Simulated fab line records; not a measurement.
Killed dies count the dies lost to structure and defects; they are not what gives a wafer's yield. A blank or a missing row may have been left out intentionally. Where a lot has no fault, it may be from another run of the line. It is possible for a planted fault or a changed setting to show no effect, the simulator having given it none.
A struck lot beside a sound one :: flow n5 finfet :: 17 out of 1938 route steps
Sound: these wafers, L469.2, L469.3, L469.6. Struck: wafer L471.2. (L471.3, L471.6 of the same lot were not struck and are left out.) The cause comes at the end.
At each step with rows: each side's tool, then ch and its chambers, then its first start. Under that, the readings that differ: sound wafers :: struck wafers :: difference of the means :: sigmas: that difference in standard deviations of wafers without a fault.
alike: readings with means less than 2 such deviations apart, plus words and numbers identical on both sides. not compared: withheld readings, readings lacking a value on some wafer, bounds such as >300 that could conceal the same value, and numbers that have no deviation in the record and whose values overlap.
A row with sigmas, a row that says differs or no value, or rows on one side alone: a step with any of these is where the two part. Non-overlapping numbers with no deviation appear without sigmas and do not part them. A reading that every wafer of one side lacks parts them only if that side has two wafers or more.

first, 4 steps without rows for these wafers: N5_BEOL_M7_HM_STRIP_39 (strips TiN in peroxide tin strip, target depth 25 nm, time 158 s); N5_BEOL_M7_SRD_40 (time 30 s); N5_BEOL_M7_PRECLEAN_42 (cleans in residue remover, time 60 s); N5_BEOL_M7_SRD_43 (time 30 s).
N5_BEOL_M7_CD_MEAS_35 targets a cd of 40 nm.
  sound on cd sem-01, day 10 17:44; struck on cd sem-01, day 11 15:06
  alike: cd nm
N5_BEOL_M7_CURE_75: cures SiCOH lowk, time 120 s.
  sound on uv cure-03 ch 1, day 10 17:52; struck on uv cure-01 ch 2, day 11 15:11
reading: lamp power pct (%)
sound: 52.33 52.29 52.34
struck: 52.21
difference: -0.11
sigmas: -2
  alike: wafer_temp_C_max
N5_BEOL_M7_DEGAS_44: time 60 s.
  sound on pvd sputter-02, day 10 18:25; struck on pvd sputter-01, day 11 15:43
reading: heater power w (W)
sound: 358 349 342
struck: 299
difference: -51
sigmas: -3
N5_BEOL_M7_PRE_CLEAN_45: time 30 s.
  sound on pvd sputter-02, day 10 18:27; struck on pvd sputter-01, day 11 15:45
reading: heater power w (W)
sound: 350 353 346
struck: 295
difference: -55
sigmas: -3
then, 1 step without rows for these wafers: N5_BEOL_M7_ALD_77 (deposits TaN, target thk 2 nm, pulse time 2 s, purge time 3 s).
N5_BEOL_M7_SURFACE_TREAT_79:
  sound on pvd sputter-01, day 10 19:07; struck on pvd sputter-01, day 11 16:09
  not compared: throttle valve pct
then, 1 step without rows for these wafers: N5_BEOL_M7_CVD_78 (deposits Co from CCTBA/H2, target thk 2 nm, time 142.3 s).
N5_BEOL_M7_SPUTTER_48: material Cu, target thk 10 nm, time 1.667 s.
  sound on pvd sputter-01, day 10 19:35; struck on pvd sputter-02, day 11 16:24
reading: substrate temp c (C)
sound: -20.22 -19.98 -19.94
struck: -19.83
difference: +0.22
sigmas: +2
  alike: throttle valve pct
N5_BEOL_M7_ECD_50: material Cu, target thk 300 nm.
  sound on ecd cu-02 ch 0,1, day 10 19:42; struck on ecd cu-01 ch 1, day 11 16:31
reading: model.Cu_of_BEOL_M7_ECD_50.thk nm (nm)
sound: 298 299.2 298
struck: 430.6
difference: +132.2
sigmas: 
then, 1 step without rows for these wafers: N5_BEOL_M7_ANNEAL_51 (time 90 s).
N5_BEOL_M7_CMP_52: polishes, stops on SiCOH lowk, t overpolish 6.9 s, target thk 80 nm.
  sound on cmp-01 ch 0,1,3, day 10 20:06; struck on cmp-01 ch 0, day 11 17:35
reading: time to endpoint s (s)
sound: 60.0 61.8 60.2
struck: 91.7
difference: +31.0
sigmas: +13
  alike: clearing platen down force psi, motor current A
N5_BEOL_M7_THK_MEAS_53: measures by xrf.
  sound on film metro-02, day 10 20:24; struck on film metro-01, day 11 17:52
reading: M7_THK (nm)
sound: 77.6 78.0 79.1
struck: 85.4
difference: +7.2
sigmas: +4
-- the record jumps here: 4 days lie between the struck wafers' starts before and after (it left off in module BEOL_M7 and takes up again in module PASSIVATION, whose first step shown is number 1936 of the route) --
N5_PASSIVATION_PROBE_49:
  sound on prober-01, day 14 12:07; struck on prober-01, day 15 09:14
reading: killed open
sound: 84 79 87
struck: 59
difference: -24
sigmas: -2
  alike: defect limited yield, killed_at_M0_to_M3, killed_at_M4_up, killed at contacts, killed at front end, killed at other, killed dies, killed short, sort_bin_5_function, sort_bin_6_memory, sort_bin_8_speed, sort n pass, sort yield pct

WHERE THEY PART
Earliest at N5_BEOL_M7_CURE_75; latest, in this record, at N5_PASSIVATION_PROBE_49.

WHY: whatever the simulator had introduced
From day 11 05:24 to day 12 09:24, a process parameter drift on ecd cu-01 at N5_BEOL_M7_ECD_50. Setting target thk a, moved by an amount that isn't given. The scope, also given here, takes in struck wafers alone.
